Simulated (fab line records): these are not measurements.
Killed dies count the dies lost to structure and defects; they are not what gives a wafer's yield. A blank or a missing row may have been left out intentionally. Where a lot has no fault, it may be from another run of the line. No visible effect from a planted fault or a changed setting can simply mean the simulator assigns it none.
fab line records	flow nand_harc
[record] lots = 12	wafers = 36	last_day = 32
route steps=1302 shown A_SGD_CUT@908 A_SLIT@924 END@1302
lots with no fault: from the same line, run without faults
start_h: start of the lot's first displayed wafer, in hours after the record's first day	wait_h: hours from the lot's prior step to this one	" identical to the entry in the row above	L1.1+2: several wafers, shown together as one row	- value missing, or start not given	* or withheld: withheld	< > ~ a bound
route shown NAME@n: names a module that has steps shown in the file, with the first one's number in the route	usual: mean/standard deviation of fault-free wafers	same: alike in all rows	chamber/n: place in a boat	sites: each site's reading	_std_site: their standard deviation	_edge_site: the outer-site mean with the inner-site mean subtracted	radius_mm: for every site, how far away it sits from the centre of the wafer	mask NAME#n: copy n	behind: the tool/chamber that last shaped the wafer	hold: the reason the lot was held/the length of the hold in hours/how it ended	device: whichever transistor did not switch (one of n, p or np)	end of line: tests run on the same wafers once the route is complete	a step without rows: its recipe alone	killed: count of dies lost to structure and defects at first sort (not the wafer's yield)	map: per-die view of a wafer (x killed, . not killed, _ where there is no die)
set.NAME: the run value of the setting; set.NAME@STEP: its run value at that earlier step	model.NAME: the simulator's own value behind a step, which no gauge read
route steps across a sampled set of lots; one table per step, one row per wafer
services: from which hour (start_h, from the record's first day; less than 0 if before it) a tool's chamber was out of use, for how many hours, and why
[[steps]]
[step NHARC_A_SGD_CUT_ETCH_16]
[recipe] target_depth_a = 3105	time_s = 155.2	c4f8_flow_sccm = withheld	o2_flow_sccm = 8	ar_flow_sccm = withheld	rf_w = 600	bias_w = 800	chemistry = C4F8/O2/Ar
[usual] oes_product_au = 0.973/0.017	rf_vpp_V = 722/4.7	run_length_s = 176.5/0.4
lot.wafer	tool	chamber	start_h	wait_h	oes_product_au	rf_hours_counter_h	rf_vpp_V	run_length_s
L696.2	rie_diel-13	3	-	-	0.968	4	720	176.6
L696.6	"	3	"	"	0.962	-	721	176.6
L696.5	"	0	"	"	0.944	-	718	177.0
L695.2	rie_diel-07	0	-	-	0.952	8	723	176.4
L695.3	"	1	"	"	0.980	7	725	176.8
L695.4	"	0	"	"	0.965	-	723	176.3
L698.2	rie_diel-10	2	-	-	0.990	4	719	176.4
L698.4	"	3	"	"	0.981	4	717	176.5
L698.3	"	1	"	"	0.981	4	721	176.1
L700.3	rie_diel-07	0	-	-	0.960	9	722	176.4
L700.1	"	1	"	"	0.973	8	726	176.8
L700.6	"	0	"	"	0.967	-	723	176.4
L699.4	rie_diel-13	0	-	-	0.983	5	716	176.6
L699.3	"	1	"	"	0.967	6	729	176.9
L699.6	"	3	"	"	0.982	-	723	176.5
L703.2	rie_diel-10	1	-	-	0.981	9	720	176.3
L703.4	"	2	"	"	0.991	9	718	176.2
L703.5	"	3	"	"	0.984	-	717	176.6
L704.4	rie_diel-10	0	-	-	0.961	11	719	176.2
L704.3	"	1	"	"	0.969	11	718	176.3
L704.1	"	3	"	"	0.997	11	717	176.6
L707.1	rie_diel-10	3	-	-	1.003	13	716	176.5
L707.4	"	1	"	"	0.971	13	720	176.7
L707.6	"	2	"	"	0.967	-	717	176.8
L712.3	rie_diel-10	3	-	-	1.005	2	717	176.5
L712.4	"	2	"	"	1.001	1	716	176.3
L712.5	"	0	"	"	0.983	-	720	175.8
L714.3	rie_diel-07	3	-	-	0.955	10	726	175.8
L714.2	"	2	"	"	0.988	11	720	176.7
L714.6	"	3	"	"	0.956	-	726	176.2
L715.3	rie_diel-10	3	-	-	0.989	4	719	176.5
L715.4	"	0	"	"	0.998	4	719	175.5
L715.1	"	1	"	"	0.986	4	719	176.1
L718.3	rie_diel-13	1	-	-	0.961	7	728	176.9
L718.1	"	2	"	"	0.947	7	731	176.4
L718.4	"	3	"	"	0.967	7	722	176.6
[step NHARC_A_SGD_CUT_STRIP_17]
[recipe] o2_flow_sccm = 500	ar_flow_sccm = 0	bias_w = 0	chemistry = O2
[usual] drypump_motor_current_A = 5.8/0.35	oes_product_au = 1.001/0.014	rf_vpp_V = 57.7/0.91	showerhead_plenum_p_Torr = 3.48/0.16	throttle_valve_pct = 17.037/0.0094
lot.wafer	tool	chamber	start_h	wait_h	drypump_motor_current_A	oes_product_au	rf_hours_counter_h	rf_vpp_V	showerhead_plenum_p_Torr	throttle_valve_pct
L696.2	rie_diel-13	2	-	-	5.4	0.996	4	58.1	3.77	17.039
L696.5	"	2	"	"	5.4	0.983	-	58.6	3.77	17.032
L696.6	"	3	"	"	5.7	1.007	-	57.2	3.47	17.038
L695.2	rie_diel-07	1	-	-	6.0	0.997	7	57.0	3.60	17.039
L695.3	"	3	"	"	5.8	1.000	7	58.0	3.66	17.026
L695.4	"	0	"	"	5.4	0.991	8	57.0	3.52	17.051
L698.2	rie_diel-10	3	-	-	5.4	1.022	4	56.8	3.32	17.036
L698.3	"	0	"	"	5.8	0.983	4	56.5	3.40	17.043
L698.4	"	2	"	"	5.9	1.016	4	57.9	3.35	17.026
L700.1	rie_diel-07	0	-	-	5.4	0.991	9	58.7	3.52	17.046
L700.3	"	2	"	"	6.2	1.008	9	56.6	3.37	17.049
L700.6	"	0	"	"	5.4	0.996	-	56.0	3.52	17.024
L699.4	rie_diel-13	0	-	-	5.3	1.004	5	57.6	3.30	17.023
L699.3	"	3	"	"	5.7	1.001	6	57.6	3.46	17.026
L699.6	"	1	"	"	6.2	0.996	-	60.7	3.70	17.024
L703.2	rie_diel-10	0	-	-	5.8	0.999	9	55.7	3.40	17.047
L703.4	"	1	"	"	6.4	1.002	9	58.8	3.42	17.031
L703.5	"	3	"	"	5.4	1.009	-	57.8	3.32	17.054
L704.1	rie_diel-10	1	-	-	6.4	0.999	11	57.3	3.42	17.050
L704.3	"	3	"	"	5.4	1.012	11	57.1	3.32	17.051
L704.4	"	0	"	"	5.8	0.990	11	58.8	3.40	17.027
L707.4	rie_diel-10	2	-	-	5.9	0.998	13	56.2	3.35	17.033
L707.1	"	3	"	"	5.4	1.016	13	55.5	3.32	17.050
L707.6	"	2	"	"	5.9	1.006	-	58.2	3.35	17.041
L712.3	rie_diel-10	3	-	-	5.4	1.017	2	57.3	3.32	17.043
L712.4	"	0	"	"	5.8	1.020	2	57.4	3.39	17.040
L712.5	"	3	"	"	5.4	1.016	-	56.3	3.32	17.024
L714.3	rie_diel-07	3	-	-	5.8	0.978	10	58.3	3.65	17.026
L714.2	"	1	"	"	6.0	1.009	10	58.1	3.60	17.054
L714.6	"	3	"	"	5.8	0.979	-	57.6	3.65	17.029
L715.3	rie_diel-10	3	-	-	5.4	1.021	4	56.8	3.31	17.040
L715.4	"	0	"	"	5.8	1.019	4	58.4	3.39	17.031
L715.1	"	1	"	"	6.4	1.048	4	59.0	3.41	17.032
L718.3	rie_diel-13	0	-	-	5.3	1.009	7	57.6	3.30	17.045
L718.4	"	2	"	"	5.4	0.993	7	56.8	3.77	17.047
L718.1	"	3	"	"	5.6	1.011	7	58.4	3.46	17.032
[step NHARC_A_SLIT_DEP_23]
[recipe] target_thk_a = 1000	target_thk_nm = 100	temp_c = 400	pressure_torr = 3.5	flow_sccm = 200	rf_w = 350	material = SiON
[usual] heater_power_w = 750/96
lot.wafer	tool	chamber	start_h	wait_h	heater_power_w
L696.2	pecvd-03	1	459.66	2.7	719
L696.5	"	2	"	"	827
L696.6	"	0	"	"	623
L695.2	pecvd-04	1	465.91	2.5	774
L695.3	"	2	"	"	825
L695.4	"	0	"	"	666
L700.1	pecvd-04	1	478.46	3.2	780
L700.3	"	2	"	"	882
L700.6	"	0	"	"	685
L698.3	pecvd-01	1	478.60	1.9	920
L698.2	"	2	"	"	762
L698.4	"	0	"	"	671
L699.3	pecvd-03	1	490.66	1.9	619
L699.6	"	0	"	"	583
L699.4	"	2	"	"	887
L703.2	pecvd-01	1	530.92	2.5	934
L703.4	"	1	"	"	932
L703.5	"	0	"	"	688
L704.1	pecvd-04	2	545.38	3.1	783
L704.3	"	0	"	"	716
L704.4	"	2	"	"	783
L707.1	pecvd-04	0	573.84	3.3	654
L707.4	"	0	"	"	687
L707.6	"	1	"	"	659
L712.3	pecvd-01	1	625.41	2.0	863
L712.5	"	0	"	"	654
L712.4	"	1	"	"	887
L714.2	pecvd-03	1	644.53	2.5	696
L714.3	"	2	"	"	861
L714.6	"	1	"	"	705
L715.3	pecvd-01	0	647.62	1.9	665
L715.1	"	1	"	"	981
L715.4	"	2	"	"	713
L718.1	pecvd-01	2	670.18	3.2	789
L718.3	"	0	"	"	700
L718.4	"	1	"	"	960
[step NHARC_A_SLIT_ETCH_24]
[recipe] target_depth_a = 1210	time_s = 60.5	cf4_flow_sccm = 100	chf3_flow_sccm = 30	ar_flow_sccm = 0	rf_w = 500	bias_w = 200	chemistry = CF4/CHF3
[usual] drypump_motor_current_A = 6.0/0.41	oes_product_au = 0.958/0.017	rf_vpp_V = 370.4/1.7	run_length_s = 82.0/0.42	showerhead_plenum_p_Torr = 1.56/0.043	throttle_valve_pct = 16.804/0.0091
lot.wafer	tool	chamber	start_h	wait_h	drypump_motor_current_A	oes_product_au	rf_hours_counter_h	rf_vpp_V	run_length_s	showerhead_plenum_p_Torr	throttle_valve_pct
L696.2	rie_diel-09	1	460.71	0.1	6.2	0.939	7	372.1	82.8	1.59	16.799
L696.5	"	1	"	"	6.2	0.936	-	370.4	82.1	1.59	16.815
L696.6	"	2	"	"	6.0	0.959	-	373.1	82.5	1.62	16.806
L695.2	rie_diel-12	3	466.87	0.1	6.7	0.965	1	369.3	81.7	1.56	16.816
L695.4	"	0	"	"	5.6	0.949	1	373.1	81.1	1.62	16.804
L695.3	"	1	"	"	5.9	0.962	1	370.4	81.6	1.55	16.812
L700.3	rie_diel-03	1	479.32	0.1	6.0	0.964	0	373.0	82.1	1.61	16.804
L700.1	"	3	"	"	5.8	0.964	0	368.4	81.6	1.51	16.802
L700.6	"	1	"	"	6.0	0.970	-	372.5	82.2	1.61	16.793
L698.2	rie_diel-09	1	479.52	0.1	6.2	0.956	10	371.4	82.2	1.59	16.820
L698.3	"	3	"	"	6.3	0.964	10	370.4	81.7	1.57	16.814
L698.4	"	0	"	"	5.6	0.933	11	368.2	82.0	1.51	16.805
L699.3	rie_diel-09	1	491.57	0.1	6.2	0.935	11	370.6	82.4	1.59	16.822
L699.4	"	3	"	"	6.3	0.963	11	370.0	81.5	1.57	16.796
L699.6	"	1	"	"	6.2	0.938	-	371.3	82.4	1.59	16.802
L703.4	rie_diel-09	2	531.89	0.1	6.0	0.924	1	371.5	82.2	1.62	16.803
L703.2	"	3	"	"	6.3	0.917	1	369.8	81.7	1.57	16.809
L703.5	"	1	"	"	6.2	0.922	-	371.5	82.3	1.59	16.797
L704.3	rie_diel-09	1	546.45	0.1	6.2	0.941	2	372.1	82.2	1.59	16.815
L704.1	"	2	"	"	6.0	0.946	2	372.3	82.5	1.62	16.787
L704.4	"	3	"	"	6.3	0.970	2	369.4	81.5	1.57	16.791
L707.4	rie_diel-03	3	574.79	0.1	5.8	0.965	5	368.3	81.5	1.51	16.803
L707.1	"	0	"	"	6.6	0.968	4	371.5	82.2	1.60	16.788
L707.6	"	0	"	"	6.6	0.966	-	371.5	82.7	1.60	16.807
L712.3	rie_diel-09	2	626.27	0.1	5.9	0.939	8	372.9	82.4	1.62	16.804
L712.4	"	3	"	"	6.3	0.951	8	370.2	81.8	1.56	16.801
L712.5	"	2	"	"	6.0	0.946	-	371.1	67.5	1.62	16.812
L714.2	rie_diel-09	3	645.36	0.1	6.4	0.947	10	369.6	81.7	1.56	16.811
L714.3	"	0	"	"	5.6	0.973	9	370.1	81.9	1.51	16.790
L714.6	"	3	"	"	6.3	0.953	-	371.9	67.0	1.56	16.811
L715.4	rie_diel-12	3	648.58	0.1	6.6	0.976	1	370.2	82.2	1.56	16.788
L715.1	"	0	"	"	5.5	0.983	1	371.3	81.0	1.62	16.786
L715.3	"	1	"	"	5.9	0.974	2	369.2	81.8	1.54	16.820
L718.3	rie_diel-12	2	670.99	0.1	5.2	0.968	4	368.5	82.0	1.52	16.812
L718.1	"	3	"	"	6.6	0.975	3	370.8	81.9	1.56	16.812
L718.4	"	1	"	"	5.9	0.953	-	371.1	81.5	1.54	16.798
[step NHARC_END_SORT_01]
[recipe] temp_c = 25
[usual] killed_at_array = 54/12	killed_at_other = 0.7/1.1	killed_at_periphery = 3.9/2.8	killed_dies = 59/13	killed_open = 3.4/2	killed_short = 2.5/1.7
[same] gross_dies = 677
lot.wafer	tool	chamber	start_h	wait_h	hold	killed_at_array	killed_at_other	killed_at_periphery	killed_dies	killed_open	killed_short
L696.2	prober-01	0	570.45	2.8	-	89	0	3	92	3	4
L696.5	prober-01	0	572.81	3.6	-	73	0	5	78	2	4
L696.6	prober-01	0	573.60	3.9	-	82	0	3	85	2	1
L695.2	prober-01	0	578.14	2.8	-	44	1	5	50	6	5
L695.3	prober-01	0	578.94	3.1	-	49	1	7	57	8	4
L695.4	prober-01	0	579.74	3.4	-	48	1	5	54	7	2
L700.1	prober-02	0	591.61	2.5	-	57	0	5	62	4	2
L700.3	prober-02	0	593.20	3.1	-	63	2	4	69	2	4
L700.6	prober-02	0	595.59	4.0	-	66	0	6	72	2	0
L698.2	prober-01	0	593.71	2.8	-	47	0	6	53	0	0
L698.3	prober-01	0	594.51	3.1	-	75	0	4	79	2	4
L698.4	prober-01	0	595.31	3.4	-	64	0	2	66	3	0
L699.3	prober-02	0	600.97	3.1	-	38	1	4	43	3	2
L699.4	prober-02	0	601.76	3.4	-	43	0	1	44	2	3
L699.6	prober-02	0	603.36	4.0	-	42	1	1	44	1	3
L703.2	prober-02	0	639.53	2.8	-	55	1	5	61	5	0
L703.4	prober-02	0	641.14	3.4	-	53	1	8	62	4	5
L703.5	prober-02	0	641.95	3.7	-	45	0	2	47	2	0
L704.1	prober-01	0	651.88	2.5	-	54	3	4	61	5	3
L704.3	prober-01	0	653.47	3.1	-	52	3	2	57	2	1
L704.4	prober-01	0	654.26	3.4	-	60	4	2	66	4	0
L707.1	prober-01	0	680.27	2.5	-	68	0	4	72	6	3
L707.4	prober-01	0	682.69	3.4	-	81	0	2	83	9	2
L707.6	prober-01	0	684.31	4.0	-	67	0	1	68	4	0
L712.3	prober-02	0	736.62	3.1	await_dispo/6.9h/release	68	0	2	70	5	5
L712.4	prober-02	0	737.42	3.4	await_dispo/6.9h/release	61	1	4	66	3	3
L712.5	prober-02	0	738.21	3.7	await_dispo/6.9h/release	675	0	2	677	3	2
L714.2	prober-01	0	753.06	2.8	await_dispo/4.9h/release	50	0	3	53	6	6
L714.3	prober-01	0	753.84	3.1	await_dispo/4.9h/release	45	1	9	55	1	4
L714.6	prober-01	0	756.18	3.9	await_dispo/4.9h/release	660	3	7	670	1	0
L715.1	prober-02	0	765.04	2.5	-	46	0	3	49	4	2
L715.3	prober-02	0	766.64	3.1	-	60	1	5	66	5	4
L715.4	prober-02	0	767.44	3.4	-	75	0	2	77	5	3
L718.1	prober-02	0	773.78	2.6	-	37	1	6	44	1	2
L718.3	prober-02	0	775.39	3.1	-	45	0	1	46	2	3
L718.4	prober-02	0	776.19	3.4	-	40	3	7	50	5	0
// killed by level:class
L696.2 A_SLIT:chamber_film_flake=29 A_CHANNEL_HOLE_D1:chamber_film_flake=25 A_CHANNEL_HOLE_D2:chamber_film_flake=22 A_M0:chamber_film_flake=4 A_STAIRCASE:chamber_film_flake=3 P_GATE:geometric_particle:short=1 P_M1:geometric_particle:open=1 A_ONON_D1:geometric_particle:short=1
L696.5 A_CHANNEL_HOLE_D1:chamber_film_flake=23 A_CHANNEL_HOLE_D2:chamber_film_flake=20 A_SLIT:chamber_film_flake=18 A_CONTACT:chamber_film_flake=4 P_GATE:chamber_film_flake=2 A_STAIRCASE:chamber_film_flake=2 P_M0:geometric_particle:open=1 P_M2:geometric_particle:short=1
L696.6 A_CHANNEL_HOLE_D1:chamber_film_flake=27 A_CHANNEL_HOLE_D2:chamber_film_flake=26 A_SLIT:chamber_film_flake=17 A_M0:chamber_film_flake=3 A_CHANNEL_FILL_D2:chamber_film_flake=3 A_CONTACT:chamber_film_flake=2 P_M0:geometric_particle:open=1 A_CHANNEL_HOLE_D2:geometric_particle:short=1
L695.2 A_CHANNEL_HOLE_D2:chamber_film_flake=25 P_GATE:chamber_film_flake=4 A_CONTACT:chamber_film_flake=3 A_CHANNEL_FILL_D2:geometric_particle:short=2 A_BLC:geometric_particle:open=2 A_DECK1_JOINT:chamber_film_flake=2 A_WL_FILL:chamber_film_flake=2 P_M0:geometric_particle:short=1
L695.3 A_CHANNEL_HOLE_D2:chamber_film_flake=26 P_GATE:chamber_film_flake=4 A_DECK1_JOINT:chamber_film_flake=4 A_WL_FILL:chamber_film_flake=3 A_CHANNEL_HOLE_D2:geometric_particle:open=2 A_M0:geometric_particle:open=2 A_SLIT:chamber_film_flake=2 P_M0:geometric_particle:open=1
L695.4 A_CHANNEL_HOLE_D2:chamber_film_flake=26 A_STAIRCASE:chamber_film_flake=5 P_GATE:chamber_film_flake=4 A_WL_FILL:geometric_particle:open=3 A_DECK1_JOINT:chamber_film_flake=3 A_SLIT:chamber_film_flake=3 A_CONTACT:chamber_film_flake=2 P_M1:geometric_particle:open=1
L700.1 A_CHANNEL_HOLE_D2:chamber_film_flake=23 A_SLIT:chamber_film_flake=15 A_CONTACT:chamber_film_flake=6 P_M2:chamber_film_flake=3 A_CHANNEL_HOLE_D1:chamber_film_flake=2 A_STAIRCASE:chamber_film_flake=2 A_M1:chamber_film_flake=2 P_CONTACT:geometric_particle:open=1
L700.3 A_SLIT:chamber_film_flake=24 A_CHANNEL_HOLE_D2:chamber_film_flake=24 A_CONTACT:chamber_film_flake=3 A_M1:chamber_film_flake=3 P_GATE:chamber_film_flake=2 A_CHANNEL_HOLE_D1:chamber_film_flake=2 A_ONON_D1:geometric_particle:short=1 A_CHANNEL_FILL_D2:geometric_particle:open=1
L698.2 A_CHANNEL_HOLE_D1:chamber_film_flake=22 A_CHANNEL_HOLE_D2:chamber_film_flake=11 P_STI:chamber_film_flake=5 A_CONTACT:chamber_film_flake=5 A_DECK1_JOINT:chamber_film_flake=3 A_SLIT:chamber_film_flake=2 P_ZERO_WELL:chamber_film_flake=1 A_ZERO_WELL:chamber_film_flake=1
L698.3 A_CHANNEL_HOLE_D2:chamber_film_flake=31 A_CHANNEL_HOLE_D1:chamber_film_flake=26 A_CONTACT:chamber_film_flake=8 P_STI:chamber_film_flake=3 A_STAIRCASE:chamber_film_flake=2 P_M1:geometric_particle:short=1 A_ONON_D1:geometric_particle:short=1 A_DECK1_JOINT:geometric_particle:short=1
L698.4 A_CHANNEL_HOLE_D2:chamber_film_flake=28 A_CHANNEL_HOLE_D1:chamber_film_flake=25 P_STI:chamber_film_flake=2 A_DECK1_JOINT:chamber_film_flake=2 A_CHANNEL_FILL_D2:chamber_film_flake=2 A_STAIRCASE:chamber_film_flake=2 A_CONTACT:chamber_film_flake=2 A_SOURCE_PLATE:geometric_particle:open=1
L700.6 A_CHANNEL_HOLE_D2:chamber_film_flake=27 A_SLIT:chamber_film_flake=25 A_CONTACT:chamber_film_flake=4 A_CHANNEL_HOLE_D1:chamber_film_flake=3 A_STAIRCASE:chamber_film_flake=3 P_GATE:chamber_film_flake=2 P_M2:chamber_film_flake=2 P_CONTACT:geometric_particle:open=1
L699.3 A_SLIT:chamber_film_flake=19 A_CHANNEL_HOLE_D2:chamber_film_flake=5 A_CONTACT:chamber_film_flake=5 A_STAIRCASE:chamber_film_flake=3 A_ONON_D1:geometric_particle:short=2 P_GATE:chamber_film_flake=2 A_CHANNEL_HOLE_D1:chamber_film_flake=2 P_CONTACT:geometric_particle:open=1
L699.4 A_SLIT:chamber_film_flake=23 A_CHANNEL_HOLE_D2:chamber_film_flake=7 A_CONTACT:chamber_film_flake=5 A_CHANNEL_HOLE_D1:chamber_film_flake=3 P_GATE:geometric_particle:open=1 A_CHANNEL_FILL_D1:geometric_particle:short=1 A_CHANNEL_FILL_D2:geometric_particle:open=1 A_CHANNEL_FILL_D2:geometric_particle:short=1
L699.6 A_SLIT:chamber_film_flake=17 A_CHANNEL_HOLE_D2:chamber_film_flake=12 A_CONTACT:chamber_film_flake=7 A_CHANNEL_HOLE_D1:chamber_film_flake=3 P_CONTACT:geometric_particle:open=1 A_CHANNEL_FILL_D1:geometric_particle:short=1 A_SGD_CUT:geometric_particle:short=1 A_BLC:geometric_particle:short=1
L703.2 A_CHANNEL_HOLE_D1:chamber_film_flake=31 A_CHANNEL_HOLE_D2:chamber_film_flake=12 A_WL_FILL:chamber_film_flake=5 A_CONTACT:chamber_film_flake=3 A_CHANNEL_FILL_D1:geometric_particle:open=2 P_GATE:chamber_film_flake=2 P_M0:geometric_particle:open=1 A_CHANNEL_FILL_D2:geometric_particle:open=1
L703.4 A_CHANNEL_HOLE_D1:chamber_film_flake=26 A_CHANNEL_HOLE_D2:chamber_film_flake=13 A_WL_FILL:chamber_film_flake=3 P_CONTACT:geometric_particle:short=2 P_GATE:chamber_film_flake=2 A_CONTACT:chamber_film_flake=2 P_CONTACT:geometric_particle:open=1 P_M0:geometric_particle:short=1
L703.5 A_CHANNEL_HOLE_D1:chamber_film_flake=27 A_CHANNEL_HOLE_D2:chamber_film_flake=5 A_CONTACT:chamber_film_flake=5 A_STAIRCASE:chamber_film_flake=2 A_WL_FILL:chamber_film_flake=2 A_CHANNEL_FILL_D2:geometric_particle:open=1 A_CONTACT:geometric_particle:open=1 P_ZERO_WELL:chamber_film_flake=1
L704.1 A_SLIT:chamber_film_flake=27 A_CHANNEL_HOLE_D2:chamber_film_flake=10 P_BONDPAD:chamber_film_flake=3 A_CHANNEL_HOLE_D1:chamber_film_flake=3 THIN_TSV:chamber_film_flake=3 A_M0:geometric_particle:open=2 A_CHANNEL_FILL_D2:chamber_film_flake=2 A_BONDPAD:chamber_film_flake=2
L704.3 A_SLIT:chamber_film_flake=26 A_CHANNEL_HOLE_D2:chamber_film_flake=13 A_CHANNEL_FILL_D2:chamber_film_flake=3 A_WL_FILL:chamber_film_flake=3 A_BLC:chamber_film_flake=3 THIN_TSV:chamber_film_flake=3 P_CONTACT:geometric_particle:open=2 A_CHANNEL_HOLE_D1:chamber_film_flake=2
L704.4 A_SLIT:chamber_film_flake=31 A_CHANNEL_HOLE_D2:chamber_film_flake=12 A_CHANNEL_HOLE_D1:chamber_film_flake=4 A_BLC:chamber_film_flake=4 THIN_TSV:chamber_film_flake=3 P_BONDPAD:chamber_film_flake=2 A_CHANNEL_FILL_D2:chamber_film_flake=2 A_ONON_D1:geometric_particle:open=1
L707.1 A_SLIT:chamber_film_flake=32 A_CHANNEL_HOLE_D1:chamber_film_flake=25 A_STAIRCASE:chamber_film_flake=5 A_ONON_D2:geometric_particle:open=2 P_M0:geometric_particle:short=1 P_M0:geometric_particle:open=1 P_M2:geometric_particle:short=1 P_M2:geometric_particle:open=1
L707.4 A_SLIT:chamber_film_flake=36 A_CHANNEL_HOLE_D1:chamber_film_flake=28 A_STAIRCASE:chamber_film_flake=3 A_CHANNEL_FILL_D2:geometric_particle:open=2 A_SGD_CUT:geometric_particle:open=2 P_ZERO_WELL:chamber_film_flake=2 A_SOURCE_PLATE:geometric_particle:open=1 A_ONON_D1:geometric_particle:open=1
L707.6 A_SLIT:chamber_film_flake=31 A_CHANNEL_HOLE_D1:chamber_film_flake=23 A_STAIRCASE:chamber_film_flake=4 A_CONTACT:chamber_film_flake=3 A_WL_FILL:chamber_film_flake=2 A_CHANNEL_HOLE_D1:geometric_particle:open=1 A_CHANNEL_FILL_D1:geometric_particle:open=1 A_DECK1_JOINT:geometric_particle:open=1
L712.3 A_CHANNEL_HOLE_D2:chamber_film_flake=26 A_SLIT:chamber_film_flake=20 A_CHANNEL_HOLE_D1:chamber_film_flake=5 A_CONTACT:chamber_film_flake=4 A_ONON_D1:geometric_particle:open=2 A_M0:geometric_particle:short=2 A_DECK1_JOINT:chamber_film_flake=2 P_GATE:geometric_particle:open=1
L712.4 A_SLIT:chamber_film_flake=25 A_CHANNEL_HOLE_D2:chamber_film_flake=18 A_CHANNEL_HOLE_D1:chamber_film_flake=5 A_CONTACT:chamber_film_flake=5 A_DECK1_JOINT:chamber_film_flake=3 P_CONTACT:geometric_particle:open=1 P_M0:geometric_particle:short=1 A_SOURCE_PLATE:geometric_particle:short=1
L712.5 A_SLIT:area_etch=617 A_SLIT:chamber_film_flake=23 A_CHANNEL_HOLE_D2:chamber_film_flake=13 A_CHANNEL_HOLE_D1:chamber_film_flake=12 A_CONTACT:chamber_film_flake=5 P_M0:geometric_particle:open=2 A_SOURCE_PLATE:geometric_particle:short=1 A_DECK1_JOINT:geometric_particle:short=1
L714.2 A_SLIT:chamber_film_flake=24 A_CHANNEL_HOLE_D1:chamber_film_flake=5 A_CONTACT:chamber_film_flake=5 A_ONON_D2:geometric_particle:short=3 A_CHANNEL_FILL_D1:geometric_particle:open=2 A_CHANNEL_FILL_D2:geometric_particle:short=2 A_CONTACT:geometric_particle:open=2 P_CONTACT:geometric_particle:open=1
L714.3 A_SLIT:chamber_film_flake=16 A_CHANNEL_HOLE_D1:chamber_film_flake=10 A_STAIRCASE:chamber_film_flake=5 P_BONDPAD:chamber_film_flake=4 A_CONTACT:chamber_film_flake=4 P_STI:chamber_film_flake=2 P_GATE:chamber_film_flake=2 A_WL_FILL:chamber_film_flake=2
L714.6 A_SLIT:area_etch=612 A_SLIT:chamber_film_flake=27 A_CHANNEL_HOLE_D1:chamber_film_flake=7 A_CONTACT:chamber_film_flake=5 P_GATE:chamber_film_flake=4 A_STAIRCASE:chamber_film_flake=3 THIN_TSV:chamber_film_flake=3 A_WL_FILL:chamber_film_flake=2
L715.1 A_SLIT:chamber_film_flake=19 A_CHANNEL_HOLE_D2:chamber_film_flake=13 A_STAIRCASE:chamber_film_flake=5 A_CHANNEL_HOLE_D1:chamber_film_flake=3 A_ONON_D1:geometric_particle:open=2 P_CONTACT:geometric_particle:open=1 P_M1:geometric_particle:open=1 A_CHANNEL_FILL_D1:geometric_particle:short=1
L715.3 A_CHANNEL_HOLE_D1:chamber_film_flake=16 A_CHANNEL_HOLE_D2:chamber_film_flake=16 A_SLIT:chamber_film_flake=15 A_STAIRCASE:chamber_film_flake=4 A_DECK1_JOINT:chamber_film_flake=3 P_CONTACT:geometric_particle:open=2 P_M0:geometric_particle:short=1 P_M0:geometric_particle:open=1
L715.4 A_CHANNEL_HOLE_D2:chamber_film_flake=22 A_SLIT:chamber_film_flake=20 A_CHANNEL_HOLE_D1:chamber_film_flake=14 A_STAIRCASE:chamber_film_flake=7 A_CHANNEL_FILL_D2:chamber_film_flake=4 P_M1:geometric_particle:open=2 A_BONDPAD:chamber_film_flake=2 A_CHANNEL_FILL_D1:geometric_particle:open=1
L718.1 A_SLIT:chamber_film_flake=22 A_CONTACT:chamber_film_flake=8 P_GATE:chamber_film_flake=4 A_M1:chamber_film_flake=2 P_M1:geometric_particle:short=1 A_ONON_D1:geometric_particle:open=1 A_CHANNEL_FILL_D2:geometric_particle:short=1 P_M2:chamber_film_flake=1
L718.3 A_SLIT:chamber_film_flake=35 A_CHANNEL_FILL_D1:geometric_particle:short=2 A_CONTACT:chamber_film_flake=2 A_M1:chamber_film_flake=2 A_ONON_D2:geometric_particle:short=1 A_BLC:geometric_particle:open=1 A_M0:geometric_particle:open=1 P_GATE:chamber_film_flake=1
L718.4 A_SLIT:chamber_film_flake=25 P_GATE:chamber_film_flake=3 A_CONTACT:chamber_film_flake=3 THIN_TSV:chamber_film_flake=3 A_CONTACT:geometric_particle:open=2 P_M2:chamber_film_flake=2 A_DECK1_JOINT:chamber_film_flake=2 A_CHANNEL_HOLE_D2:chamber_film_flake=2
[[services]]
tool	chamber	start_h	hours	kind
rie_diel-09	2	425.46	6.1	repair
rie_diel-07	1	429.36	5.2	repair
rie_diel-13	0	438.46	9.6	repair
rie_diel-12	-	445.40	9.0	pm
pecvd-04	-	450.12	13.0	pm
rie_diel-07	3	451.11	4.0	repair
rie_diel-07	-	471.20	9.0	pm
rie_diel-12	2	477.75	9.0	repair
pecvd-03	1	479.31	8.4	repair
rie_diel-07	0	482.90	14.2	repair
rie_diel-07	-	485.61	0.4	repair
pecvd-01	-	492.07	13.0	pm
rie_diel-09	-	497.10	9.0	pm
pecvd-04	-	501.22	1.2	repair
rie_diel-12	1	503.73	2.2	repair
pecvd-03	0	504.16	5.4	repair
rie_diel-13	-	519.02	9.0	pm
rie_diel-07	-	534.36	0.2	repair
rie_diel-13	1	539.41	3.0	repair
pecvd-01	-	567.02	2.1	repair
rie_diel-10	-	596.65	9.0	pm
pecvd-04	-	631.20	13.0	pm
rie_diel-07	-	648.20	9.0	pm
rie_diel-09	0	670.44	4.8	repair
[[key]]
[first_sign] step = NHARC_A_SLIT_ETCH_24	reading = run_length_s	direction = down	sigmas = 35	usual = *	struck = *
[effect] step = NHARC_END_SORT_01	reading = killed_at_array	direction = up	sigmas = 50	usual = 54	struck = 668
[more_kills_born_at] NHARC_A_SLIT_ETCH_24@rie_diel-09 = 1229
met_at NHARC_A_SLIT_ETCH_24
struck_lots L712,L714
struck_wafers L712.5,L714.6
later_rows_left_out L712.5,L714.6
tester_left_out L712,L714
not_acting_at NHARC_A_SGD_CUT_ETCH_16,NHARC_A_SGD_CUT_STRIP_17,NHARC_A_SLIT_DEP_23
onset_between 546.45 626.27
[fault] kind = process_parameter_drift	tool = rie_diel-09	chamber = -	onset_h = 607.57	steps = NHARC_A_SLIT_ETCH_24	channel = time_s	offset = *	shape = step	end_h = 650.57	scope = struck_wafers_only	acts_in = *	stated = *
// tester_left_out: of these lots the tester's yield and bins aren't shown, on N5 and GAA mostly nor the transistor test; their killed dies are dies lost to structure and defects alone, not to doping, threshold or leakage, so they don't give the yield
// later_rows_left_out: the simulator's readings of these wafers behind a module that went badly wrong aren't trusted and aren't shown, but for the sort
